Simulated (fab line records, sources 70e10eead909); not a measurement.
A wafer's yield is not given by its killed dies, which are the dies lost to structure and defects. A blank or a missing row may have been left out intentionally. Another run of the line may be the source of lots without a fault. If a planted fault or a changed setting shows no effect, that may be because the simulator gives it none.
Chamber matching + flow nand-harc + NHARC_P_STI_ETCH_15 on rie-si-05: 4 sister chambers
The step etches the open film in HBr/Cl2, target depth 300 nm, time 100.1 s. 30 wafers are shown with their chamber, then 12 later ones without.

== EACH WAFER AND ITS CHAMBER ==
| wafer  | chamber | drypump-motor-current-A (A) | throttle-valve-pct (%) | oes-product-au (a.u.) |
|--------|---------|-----------------------------|------------------------|-----------------------|
| L074.2 | 0       | 6.4                         | 26.437                 | 1.020                 |
| L074.3 | 1       | 5.6                         | 26.398                 | 1.005                 |
| L074.4 | 3       | 6.1                         | 26.423                 | 1.011                 |
| L076.1 | 3       | 6.1                         | 26.396                 | 0.990                 |
| L076.3 | 2       | 6.3                         | 26.388                 | 0.984                 |
| L076.5 | 1       | 5.6                         | 26.389                 | 1.007                 |
| L078.1 | 3       | 6.1                         | 26.436                 | 0.994                 |
| L078.3 | 1       | 5.6                         | 26.403                 | 0.984                 |
| L078.6 | 3       | 6.1                         | 26.407                 | 0.991                 |
| L080.2 | 0       | 6.5                         | 26.399                 | 1.012                 |
| L080.4 | 2       | 6.3                         | 26.399                 | 0.985                 |
| L080.5 | 2       | 6.3                         | 26.405                 | 0.987                 |
| L081.1 | 0       | 6.5                         | 26.380                 | 1.012                 |
| L081.3 | 1       | 5.6                         | 26.400                 | 0.999                 |
| L081.4 | 3       | 6.1                         | 26.419                 | 0.991                 |
| L084.1 | 3       | 6.1                         | 26.426                 | 1.006                 |
| L084.3 | 1       | 5.6                         | 26.406                 | 1.007                 |
| L084.4 | 2       | 6.4                         | 26.403                 | 1.009                 |
| L086.1 | 3       | 6.1                         | 26.419                 | 1.014                 |
| L086.2 | 1       | 5.6                         | 26.393                 | 1.009                 |
| L086.4 | 0       | 6.5                         | 26.408                 | 0.983                 |
| L087.1 | 2       | 6.3                         | 26.397                 | 1.025                 |
| L087.3 | 1       | 5.6                         | 26.407                 | 1.010                 |
| L087.6 | 0       | 6.5                         | 26.406                 | 0.991                 |
| L089.3 | 0       | 6.5                         | 26.417                 | 0.981                 |
| L089.5 | 0       | 6.5                         | 26.424                 | 0.987                 |
| L089.6 | 2       | 6.4                         | 26.410                 | 1.015                 |
| L090.4 | 0       | 6.5                         | 26.410                 | 0.985                 |
| L090.5 | 3       | 6.1                         | 26.411                 | 1.014                 |
| L090.6 | 2       | 6.4                         | 26.400                 | 1.025                 |

SIGNATURES, as means of the wafers listed above
| reading                 | chamber 0 | chamber 1 | chamber 2 | chamber 3 | scatter within a chamber |
|-------------------------|-----------|-----------|-----------|-----------|--------------------------|
| drypump-motor-current-A | 6.487     | 5.600     | 6.343     | 6.100     | 0.0316                   |
| throttle-valve-pct      | 26.41013  | 26.39943  | 26.40029  | 26.41712  | 0.0118                   |
| oes-product-au          | 0.99638   | 1.00300   | 1.00429   | 1.00137   | 0.014                    |
Rule: for a wafer and a chamber, the distance is found by dividing, reading by reading, the gap between the wafer's reading and the chamber's mean by the reading's scatter, squaring, summing and taking the root. If the next closest chamber is less than 2 further off than the closest, the wafer can't be placed; otherwise it belongs to the closest. The scatter is the square root of a quotient: the sum, over the shown wafers, of each reading's squared deviation from its chamber's mean, divided by wafers minus chambers.

== WAFERS MISSING THEIR CHAMBER ==
| wafer  | drypump-motor-current-A (A) | throttle-valve-pct (%) | oes-product-au (a.u.) |
|--------|-----------------------------|------------------------|-----------------------|
| L091.1 | 6.1                         | 26.394                 | 1.023                 |
| L091.3 | 6.3                         | 26.410                 | 1.022                 |
| L091.5 | 5.6                         | 26.390                 | 0.997                 |
| L092.2 | 5.6                         | 26.407                 | 0.995                 |
| L092.4 | 6.5                         | 26.412                 | 0.994                 |
| L092.6 | 6.1                         | 26.410                 | 1.007                 |
| L096.1 | 6.1                         | 26.395                 | 1.010                 |
| L096.2 | 6.5                         | 26.410                 | 1.001                 |
| L096.5 | 6.5                         | 26.398                 | 0.994                 |
| L097.2 | 6.1                         | 26.413                 | 1.005                 |
| L097.3 | 6.5                         | 26.404                 | 0.987                 |
| L097.4 | 5.6                         | 26.403                 | 0.998                 |

== CHAMBER TAKEN BY EACH ==
| wafer  | from the rows above | in truth |
|--------|---------------------|----------|
| L091.1 | 3                   | 3        |
| L091.3 | 2                   | 2        |
| L091.5 | 1                   | 1        |
| L092.2 | 1                   | 1        |
| L092.4 | 0                   | 0        |
| L092.6 | 3                   | 3        |
| L096.1 | 3                   | 3        |
| L096.2 | 0                   | 0        |
| L096.5 | 0                   | 0        |
| L097.2 | 3                   | 3        |
| L097.3 | 0                   | 0        |
| L097.4 | 1                   | 1        |
Correctly placed: 12 of 12. Can't be placed from these rows: 0. Wrongly placed: 0.
